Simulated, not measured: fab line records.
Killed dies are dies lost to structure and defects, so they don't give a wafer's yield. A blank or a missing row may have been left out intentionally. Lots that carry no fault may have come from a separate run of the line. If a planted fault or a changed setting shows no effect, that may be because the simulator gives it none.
Chamber matching / flow nand_harc / NHARC_A_SLIT_DEP_25 on pecvd-03: 3 sister chambers
The step deposits SiO2, target thk 200 nm. 33 wafers are shown with their chamber, then 12 later ones without.

== WAFERS WITH THEIR CHAMBER ==
wafer=L075.2; chamber=1; throttle_valve_pct (%)=15.3; heater_power_w (W)=599; chamber_pressure_Torr (Torr)=6.502
wafer=L075.3; chamber=0; throttle_valve_pct (%)=16.2; heater_power_w (W)=663; chamber_pressure_Torr (Torr)=6.514
wafer=L075.4; chamber=0; throttle_valve_pct (%)=16.1; heater_power_w (W)=668; chamber_pressure_Torr (Torr)=6.507
wafer=L074.1; chamber=1; throttle_valve_pct (%)=15.3; heater_power_w (W)=531; chamber_pressure_Torr (Torr)=6.497
wafer=L074.2; chamber=0; throttle_valve_pct (%)=16.0; heater_power_w (W)=676; chamber_pressure_Torr (Torr)=6.490
wafer=L074.6; chamber=0; throttle_valve_pct (%)=16.3; heater_power_w (W)=502; chamber_pressure_Torr (Torr)=6.482
wafer=L077.2; chamber=0; throttle_valve_pct (%)=16.6; heater_power_w (W)=569; chamber_pressure_Torr (Torr)=6.503
wafer=L077.4; chamber=1; throttle_valve_pct (%)=15.6; heater_power_w (W)=543; chamber_pressure_Torr (Torr)=6.478
wafer=L077.6; chamber=0; throttle_valve_pct (%)=16.2; heater_power_w (W)=585; chamber_pressure_Torr (Torr)=6.504
wafer=L080.3; chamber=0; throttle_valve_pct (%)=16.1; heater_power_w (W)=673; chamber_pressure_Torr (Torr)=6.496
wafer=L080.5; chamber=2; throttle_valve_pct (%)=14.6; heater_power_w (W)=595; chamber_pressure_Torr (Torr)=6.500
wafer=L080.6; chamber=0; throttle_valve_pct (%)=16.0; heater_power_w (W)=671; chamber_pressure_Torr (Torr)=6.504
wafer=L082.1; chamber=2; throttle_valve_pct (%)=14.6; heater_power_w (W)=521; chamber_pressure_Torr (Torr)=6.502
wafer=L082.3; chamber=1; throttle_valve_pct (%)=15.6; heater_power_w (W)=642; chamber_pressure_Torr (Torr)=6.497
wafer=L082.5; chamber=0; throttle_valve_pct (%)=16.2; heater_power_w (W)=513; chamber_pressure_Torr (Torr)=6.488
wafer=L084.3; chamber=1; throttle_valve_pct (%)=15.3; heater_power_w (W)=620; chamber_pressure_Torr (Torr)=6.495
wafer=L084.5; chamber=2; throttle_valve_pct (%)=14.7; heater_power_w (W)=516; chamber_pressure_Torr (Torr)=6.484
wafer=L084.6; chamber=1; throttle_valve_pct (%)=15.4; heater_power_w (W)=631; chamber_pressure_Torr (Torr)=6.499
wafer=L085.3; chamber=0; throttle_valve_pct (%)=16.3; heater_power_w (W)=627; chamber_pressure_Torr (Torr)=6.516
wafer=L085.5; chamber=2; throttle_valve_pct (%)=14.5; heater_power_w (W)=563; chamber_pressure_Torr (Torr)=6.501
wafer=L085.6; chamber=0; throttle_valve_pct (%)=16.3; heater_power_w (W)=644; chamber_pressure_Torr (Torr)=6.518
wafer=L086.2; chamber=2; throttle_valve_pct (%)=15.1; heater_power_w (W)=403; chamber_pressure_Torr (Torr)=6.518
wafer=L086.3; chamber=1; throttle_valve_pct (%)=15.4; heater_power_w (W)=733; chamber_pressure_Torr (Torr)=6.492
wafer=L086.6; chamber=0; throttle_valve_pct (%)=15.8; heater_power_w (W)=656; chamber_pressure_Torr (Torr)=6.504
wafer=L087.1; chamber=0; throttle_valve_pct (%)=15.9; heater_power_w (W)=666; chamber_pressure_Torr (Torr)=6.482
wafer=L087.5; chamber=2; throttle_valve_pct (%)=14.7; heater_power_w (W)=488; chamber_pressure_Torr (Torr)=6.502
wafer=L087.6; chamber=0; throttle_valve_pct (%)=16.2; heater_power_w (W)=684; chamber_pressure_Torr (Torr)=6.496
wafer=L090.2; chamber=2; throttle_valve_pct (%)=14.8; heater_power_w (W)=474; chamber_pressure_Torr (Torr)=6.491
wafer=L090.3; chamber=2; throttle_valve_pct (%)=14.8; heater_power_w (W)=481; chamber_pressure_Torr (Torr)=6.490
wafer=L090.6; chamber=0; throttle_valve_pct (%)=15.9; heater_power_w (W)=648; chamber_pressure_Torr (Torr)=6.503
wafer=L088.4; chamber=0; throttle_valve_pct (%)=16.1; heater_power_w (W)=728; chamber_pressure_Torr (Torr)=6.518
wafer=L088.5; chamber=2; throttle_valve_pct (%)=14.8; heater_power_w (W)=469; chamber_pressure_Torr (Torr)=6.495
wafer=L088.6; chamber=0; throttle_valve_pct (%)=16.1; heater_power_w (W)=542; chamber_pressure_Torr (Torr)=6.489

SIGNATURES, as means of the wafers listed above
reading=throttle_valve_pct; chamber 0=16.135; chamber 1=15.414; chamber 2=14.733; scatter within a chamber=0.176
reading=heater_power_w; chamber 0=630.29; chamber 1=614.14; chamber 2=501.11; scatter within a chamber=63.1
reading=chamber_pressure_Torr; chamber 0=6.50082; chamber 1=6.49429; chamber 2=6.49811; scatter within a chamber=0.0106
Rule: distance of a wafer from a chamber = root of the sum over the readings of ((wafer's reading minus chamber's mean) / reading's scatter) squared. If the next closest chamber is less than 2 further off than the closest, the wafer can't be placed; otherwise it belongs to the closest. The scatter: take each reading less its chamber's mean, square it, sum over the shown wafers, divide by the number of wafers less the number of chambers, and take the root.

== WAFERS WITH NO CHAMBER GIVEN ==
wafer=L093.2; throttle_valve_pct (%)=16.2; heater_power_w (W)=693; chamber_pressure_Torr (Torr)=6.493
wafer=L093.3; throttle_valve_pct (%)=15.5; heater_power_w (W)=693; chamber_pressure_Torr (Torr)=6.481
wafer=L093.5; throttle_valve_pct (%)=15.7; heater_power_w (W)=705; chamber_pressure_Torr (Torr)=6.480
wafer=L095.1; throttle_valve_pct (%)=15.2; heater_power_w (W)=417; chamber_pressure_Torr (Torr)=6.504
wafer=L095.4; throttle_valve_pct (%)=16.1; heater_power_w (W)=667; chamber_pressure_Torr (Torr)=6.503
wafer=L095.5; throttle_valve_pct (%)=15.7; heater_power_w (W)=662; chamber_pressure_Torr (Torr)=6.482
wafer=L096.1; throttle_valve_pct (%)=14.8; heater_power_w (W)=509; chamber_pressure_Torr (Torr)=6.516
wafer=L096.3; throttle_valve_pct (%)=15.9; heater_power_w (W)=707; chamber_pressure_Torr (Torr)=6.487
wafer=L096.4; throttle_valve_pct (%)=15.6; heater_power_w (W)=707; chamber_pressure_Torr (Torr)=6.453
wafer=L097.2; throttle_valve_pct (%)=14.7; heater_power_w (W)=495; chamber_pressure_Torr (Torr)=6.484
wafer=L097.4; throttle_valve_pct (%)=14.9; heater_power_w (W)=513; chamber_pressure_Torr (Torr)=6.498
wafer=L097.5; throttle_valve_pct (%)=15.6; heater_power_w (W)=581; chamber_pressure_Torr (Torr)=6.485

== WHICH CHAMBER EACH ONE RAN IN ==
wafer=L093.2; from the rows above=0; in truth=0
wafer=L093.3; from the rows above=1; in truth=1
wafer=L093.5; from the rows above=can't be placed: 1 or 0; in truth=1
wafer=L095.1; from the rows above=can't be placed: 2 or 1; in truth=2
wafer=L095.4; from the rows above=0; in truth=0
wafer=L095.5; from the rows above=can't be placed: 1 or 0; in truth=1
wafer=L096.1; from the rows above=2; in truth=2
wafer=L096.3; from the rows above=can't be placed: 0 or 1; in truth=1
wafer=L096.4; from the rows above=can't be placed: 1 or 0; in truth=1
wafer=L097.2; from the rows above=2; in truth=2
wafer=L097.4; from the rows above=2; in truth=2
wafer=L097.5; from the rows above=1; in truth=1
Correctly placed: 7 of 12. Cannot be placed on the basis of these rows: 5; the candidates contain the true chamber in 5. 0 placed wrongly.
